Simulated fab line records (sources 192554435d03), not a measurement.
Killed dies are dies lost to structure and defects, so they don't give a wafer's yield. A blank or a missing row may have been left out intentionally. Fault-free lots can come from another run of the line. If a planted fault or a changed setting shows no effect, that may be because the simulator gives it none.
Split-lot experiment -- flow n5-finfet -- 7 lots, 39 wafers read, on a route of 1938 steps

ABOUT THE SPLIT
At N5_FIN_SAQP_HM_DEP_72 (deposits SiO2 from SiH4/N2O, target thk 12 nm, time 7.2 s), the setting time-s was moved away from the recipe's 7.2 s on 9 of the 39 wafers read, by -15.8% to +14.6%. This setting was run at the recipe's value on the other wafers.

FROM THE SPLIT TO THE READING: what the file shows between them, 4 steps
- N5_FIN_SAQP_COAT_49: time 60 s, resist thk 100 nm
- N5_FIN_SAQP_COAT_50: time 60 s, resist thk 35 nm
- N5_FIN_SAQP_ETCH_52: etches SOC in N2/H2, target depth 100 nm, overetch 20 nm, time 150 s
- N5_FIN_SAQP_STRIP_53: strips in N2/H2

THE READING
etch.depth-nm (the simulator's own value, which no gauge read), in nm, at N5_FIN_SAQP_HM_OPEN_73 (chemistry CHF3/O2, target SiO2, stops on a-Si, target depth 12 nm, time 16.8 s). The file does not state a usual value for it. Here, 30 wafers ran the recipe; their average is 12.039 nm with a standard deviation of 0.19 nm.

wafer,"tool, chamber at the split","time-s as run, s",against the recipe,"etch.depth-nm, nm",against lot-mates on the recipe
L076.1,"pecvd-04, 2",6.061,-15.8%,9.971,-2.119
L076.2,"pecvd-04, 0",6.061,-15.8%,10.17,-1.920
L076.3,"pecvd-04, 1",7.2,recipe,11.98,-
L076.4,"pecvd-04, 1",6.061,-15.8%,10.36,-1.730
L076.5,"pecvd-04, 2",7.2,recipe,12.05,-
L076.6,"pecvd-04, 0",7.2,recipe,12.24,-
L077.1,"pecvd-04, 1",7.2,recipe,12.16,-
L077.2,"pecvd-04, 0",7.2,recipe,12.2,-
L077.6,"pecvd-04, 0",7.2,recipe,12.2,-
L077.3,"pecvd-04, 2",7.2,recipe,11.79,-
L077.4,"pecvd-04, 2",7.2,recipe,11.96,-
L077.5,"pecvd-04, 1",7.2,recipe,12.22,-
L078.1,"pecvd-03, 0",7.2,recipe,11.97,-
L078.4,"pecvd-03, 1",7.2,recipe,12.29,-
L078.6,"pecvd-03, 0",7.2,recipe,12.02,-
L084.1,"pecvd-03, 1",7.2,recipe,11.71,-
L084.2,"pecvd-03, 0",8.254,+14.6%,13.92,+1.980
L084.3,"pecvd-03, 2",7.2,recipe,12.16,-
L084.4,"pecvd-03, 2",8.254,+14.6%,14.11,+2.170
L084.5,"pecvd-03, 1",7.2,recipe,11.95,-
L084.6,"pecvd-03, 0",8.254,+14.6%,14.03,+2.090
L085.1,"pecvd-03, 0,1",7.2,recipe,12.1,-
L085.4,"pecvd-03, 0,1",7.2,recipe,12.1,-
L085.2,"pecvd-03, 2",7.2,recipe,12.19,-
L085.3,"pecvd-03, 1",7.2,recipe,12.05,-
L085.5,"pecvd-03, 0",7.2,recipe,12.16,-
L085.6,"pecvd-03, 2",7.2,recipe,12.42,-
L092.1,"pecvd-04, 1",6.284,-12.7%,10.46,-1.577
L092.2,"pecvd-04, 2",6.284,-12.7%,10.38,-1.657
L092.3,"pecvd-04, 0",6.284,-12.7%,10.37,-1.667
L092.4,"pecvd-04, 0",7.2,recipe,12.11,-
L092.5,"pecvd-04, 2",7.2,recipe,12.03,-
L092.6,"pecvd-04, 1",7.2,recipe,11.97,-
L094.1,"pecvd-03, 0",7.2,recipe,11.6,-
L094.2,"pecvd-03, 2,1",7.2,recipe,11.85,-
L094.6,"pecvd-03, 2,1",7.2,recipe,11.85,-
L094.3,"pecvd-03, 1",7.2,recipe,11.61,-
L094.4,"pecvd-03, 2",7.2,recipe,12.2,-
L094.5,"pecvd-03, 0",7.2,recipe,12.03,-
When a row names more than one chamber, that row covers several wafers, and the file does not tell which wafer ran in which chamber.

FIT RESULTS
A straight line over all 39 wafers: etch.depth-nm changes by +0.127 nm for each +1% of time-s; r = +0.98; the points scatter about the line by 0.19 nm.
The same after taking each lot's own level away (the mean of its wafers on the recipe; 39 wafers): +0.131 nm for each +1%; r = +0.99; scatter 0.16 nm.
Per that fit: largest time-s move, reading shift of 2.1 nm.
The lots' own levels span 11.8567 to 12.1700 nm, that is 1.6 times the standard deviation above.
The two slopes are in agreement: the lot-to-lot level therefore moves the slope only a little.
Check: for one of the wafers moved furthest among these (-15.8%), held out of the fit, the line's prediction against its lot-mates is -2.03 nm. Against them it came out at -2.12 nm.

THE WHOLE CHAIN: every reading that the file lists as answering this split, in the file's order
step,what it does,reading,change (the file's fit),r (the file's)
N5_FIN_SAQP_HM_DEP_72,"deposits SiO2 from SiH4/N2O, target thk 12 nm, time 7.2 s","SiO2_of_FIN_SAQP_HM_DEP_72.thk-nm (the simulator's own value, which no gauge read)",+0.13 nm for each +1% of the setting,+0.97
N5_FIN_SAQP_HM_OPEN_73,"chemistry CHF3/O2, target SiO2, stops on a-Si, target depth 12 nm, time 16.8 s","etch.depth-nm (the simulator's own value, which no gauge read)",+0.13 nm for each +1% of the setting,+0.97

THE FILE'S OWN FIT
etch.depth-nm changes by +0.13 nm for each +1% of time-s, r = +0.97.
